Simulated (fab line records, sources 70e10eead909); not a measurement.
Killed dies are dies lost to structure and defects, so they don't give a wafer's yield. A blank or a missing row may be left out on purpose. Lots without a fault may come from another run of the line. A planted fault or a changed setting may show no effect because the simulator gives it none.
Which tool did it? | flow nand_harc | 12 lots, 36 wafers sampled, at 1 step of a route of 1159

WHAT THE GAUGES READ, wafer by wafer
NHARC_P_M0_CD_MEAS_16.
lot  | measured     | on        | cd_nm (nm)
L076 | day 6 04:47  | cd_sem-03 | 89.5 89.2 89.1
L077 | day 6 13:20  | cd_sem-03 | 88.9 88.8 90.1
L080 | day 7 07:17  | cd_sem-03 | 89.5 89.0 89.7
L081 | day 7 14:01  | cd_sem-01 | 90.3 89.7 89.8
L083 | day 7 17:37  | cd_sem-03 | 90.2 90.9 90.5
L084 | day 8 09:32  | cd_sem-01 | 88.8 89.0 88.5
L087 | day 9 03:42  | cd_sem-03 | 89.4 89.2 89.2
L089 | day 9 21:13  | cd_sem-01 | 89.3 90.4 89.8
L092 | day 10 00:47 | cd_sem-01 | 89.6 90.1 89.3
L093 | day 10 07:51 | cd_sem-03 | 89.1 90.3 89.5
L095 | day 11 01:20 | cd_sem-03 | 89.8 90.6 90.2
L096 | day 11 06:57 | cd_sem-03 | 90.5 89.5 89.3

WHICH TOOL RAN EACH LOT (tool, then ch and the chambers of the sampled wafers, then the start)
The record holds no process step before these readings.

THE ANSWER, worked out from the rows above alone
Rule: what is usual is taken from the lots themselves. Put in order of their means at a reading, lots are off if they are a third of the lots or fewer, leave a main group of 4 or more, and stand apart from it by a gap of 3 or more times the standard deviation of the main group's means; of several such gaps the widest counts. A main group whose means are all the same, to the digits that the tables above print for the reading, isn't used. A lot without any number at a reading at which 4 lots or more have one is off too. The other lots that the step has rows for count as sound.
No lot is off at any reading shown: from this, nothing can be told.

WHAT THE SIMULATOR HAD PUT IN
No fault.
